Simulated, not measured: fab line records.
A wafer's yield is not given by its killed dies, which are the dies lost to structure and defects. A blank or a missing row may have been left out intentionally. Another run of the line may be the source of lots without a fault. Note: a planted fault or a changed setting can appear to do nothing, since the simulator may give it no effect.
Chamber matching + flow n5Finfet + N5_BEOL_M13_ILD_DEP_00 on pecvd-03: 3 sister chambers
The step deposits SiOC from DEMS/O2, target thk 837.92 nm, time 166.4 s. 3 wafers are shown with their chamber, then 7 later ones without.

EACH WAFER AND ITS CHAMBER
| wafer  | chamber | heaterPowerW (W) |
|--------|---------|------------------|
| L625.5 | 1       | 492              |
| L627.1 | 0       | 348              |
| L627.3 | 2       | 354              |

WAFERS WHOSE CHAMBER IS MISSING
| wafer  | heaterPowerW (W) |
|--------|------------------|
| L627.5 | 368              |
| L631.2 | 519              |
| L631.5 | 364              |
| L631.6 | 311              |
| L633.1 | 568              |
| L633.2 | 372              |
| L633.3 | 359              |

WHICH CHAMBER EACH ONE RAN IN
| wafer  | from the rows above     | in truth |
|--------|-------------------------|----------|
| L627.5 | can't be placed: 2 or 0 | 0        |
| L631.2 | 1                       | 1        |
| L631.5 | can't be placed: 2 or 0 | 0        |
| L631.6 | can't be placed: 0 or 2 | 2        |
| L633.1 | 1                       | 1        |
| L633.2 | can't be placed: 2 or 0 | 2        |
| L633.3 | can't be placed: 2 or 0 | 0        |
Placed correctly: 2 of 7. These rows do not allow placing 5 (true chamber among the candidates in 5). Number placed wrongly: 0.
How it was worked out, from the rows above alone: a wafer's distance from a chamber is the root of the sum, over the readings, of the square of ((its reading less the chamber's mean) divided by the reading's scatter). The wafer belongs to the nearest chamber; if the next one is less than 2 further off, it can't be placed. A chamber's mean is the mean of its shown wafers. The scatter: with one shown wafer a chamber, the root of the mean of the squares of how far each hidden wafer lies from its nearest shown one.
